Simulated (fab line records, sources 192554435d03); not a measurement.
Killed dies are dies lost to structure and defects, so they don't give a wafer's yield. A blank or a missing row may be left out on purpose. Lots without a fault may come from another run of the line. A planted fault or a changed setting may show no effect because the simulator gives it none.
Split-lot experiment | flow n5_finfet | 7 lots, 21 wafers read, on a route of 1938 steps

THE SPLIT
At N5_BEOL_M1_EXPOSE_08 (exposes mask M1), the setting dose_mj was moved away from the recipe's 33 on 6 of the 21 wafers read, by -3.8% to +5.5%. The other wafers ran this setting at the recipe's value.

FROM THE SPLIT TO THE READING: what the file shows between them, 2 steps
- N5_BEOL_M1_PEB_09: peb time 60 s
- N5_BEOL_M1_DEVELOP_10: develop time 30 s

THE READING
cd_nm, in nm, at N5_BEOL_M1_CD_MEAS_11 (target cd 17.05 nm). Fault-free wafers of this fab line usually give 17.13 nm, standard deviation 0.22 nm.

wafer  | tool, chamber at the split | dose_mj as run | against the recipe | cd_nm, nm | against lot-mates on the recipe
L075.2 | euv_scanner-01, 0          | 33             | recipe             | 17.50     | -
L075.4 | euv_scanner-01, 0          | 33             | recipe             | 16.91     | -
L075.5 | euv_scanner-01, 0          | 33             | recipe             | 17.11     | -
L077.1 | euv_scanner-01, 0          | 31.75          | -3.8%              | 16.16     | -0.99
L077.3 | euv_scanner-01, 0          | 31.75          | -3.8%              | 16.14     | -1.01
L077.5 | euv_scanner-01, 0          | 33             | recipe             | 17.15     | -
L080.2 | euv_scanner-01, 0          | 33.63          | +1.9%              | 17.69     | +0.75
L080.5 | euv_scanner-01, 0          | 33             | recipe             | 16.89     | -
L080.6 | euv_scanner-01, 0          | 33             | recipe             | 17.00     | -
L085.2 | euv_scanner-02, 0          | 33             | recipe             | 16.88     | -
L085.3 | euv_scanner-02, 0          | 33             | recipe             | 17.29     | -
L085.4 | euv_scanner-02, 0          | 33             | recipe             | 17.07     | -
L095.3 | euv_scanner-01, 0          | 33             | recipe             | 17.09     | -
L095.4 | euv_scanner-01, 0          | 33             | recipe             | 17.13     | -
L095.6 | euv_scanner-01, 0          | 33             | recipe             | 17.35     | -
L096.1 | euv_scanner-02, 0          | 33             | recipe             | 17.25     | -
L096.3 | euv_scanner-02, 0          | 34.83          | +5.5%              | 17.98     | +0.73
L096.4 | euv_scanner-02, 0          | 34.83          | +5.5%              | 18.46     | +1.21
L097.3 | euv_scanner-02, 0          | 33.85          | +2.6%              | 17.58     | +0.52
L097.4 | euv_scanner-02, 0          | 33             | recipe             | 17.21     | -
L097.5 | euv_scanner-02, 0          | 33             | recipe             | 16.91     | -

THE FIT
A straight line over all 21 wafers: cd_nm changes by +0.219 nm for each +1% of dose_mj; r = +0.94; the points scatter about the line by 0.19 nm.
The same after taking each lot's own level away (the mean of its wafers on the recipe; 21 wafers): +0.212 nm for each +1%; r = +0.93; scatter 0.2 nm.
On that fit, the largest move of dose_mj shifts the reading by 1.2 nm.
The lots' own levels span 16.945 to 17.250 nm, that is 1.4 times the standard deviation above.
So the lot-to-lot level changes the slope little: the two slopes agree.
Check: with one of the wafers moved furthest among these (+5.5%) left out of the fit, the line predicts +1.35 nm for it against its lot-mates. It came out at +0.73 nm against them.

OTHER SPLITS ON THESE WAFERS
These wafers also went through other splits before the reading. Each is held against what the fit with the lots' levels taken away leaves over:
other split on the same wafers    | wafers away from the commonest value | r with cd_nm (lot level and that fit taken away)
N5_BEOL_M0_SAQP_PECVD_04 time_s   | 6                                    | +0.43
N5_BEOL_M0_SAQP_EXPOSE_37 dose_mj | 10                                   | +0.21

THE WHOLE CHAIN: every reading that the file lists as answering this split, in the file's order
step                  | what it does                                                          | reading                                                               | change (the file's fit)               | r (the file's)
N5_BEOL_M1_CD_MEAS_11 | target cd 17.05 nm                                                    | cd_nm                                                                 | +0.216 nm for each +1% of the setting | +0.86
N5_BEOL_M1_ETCH_74    | etches underlayer in N2/H2, target depth 6.5 nm, time 5.2 s           | BEOL_M1.cd_offset_nm (the simulator's own value, which no gauge read) | +0.196 nm for each +1% of the setting | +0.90
N5_BEOL_M1_ETCH_63    | etches SiARC in CF4, target depth 15.6 nm, time 26 s                  | BEOL_M1.cd_offset_nm (the simulator's own value, which no gauge read) | +0.176 nm for each +1% of the setting | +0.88
N5_BEOL_M1_ETCH_64    | etches SOC in N2/H2, target depth 75 nm, overetch 15 nm, time 112.5 s | BEOL_M1.cd_offset_nm (the simulator's own value, which no gauge read) | +0.233 nm for each +1% of the setting | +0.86

THE FILE'S OWN FIT
cd_nm changes by +0.216 nm for each +1% of dose_mj, r = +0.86.
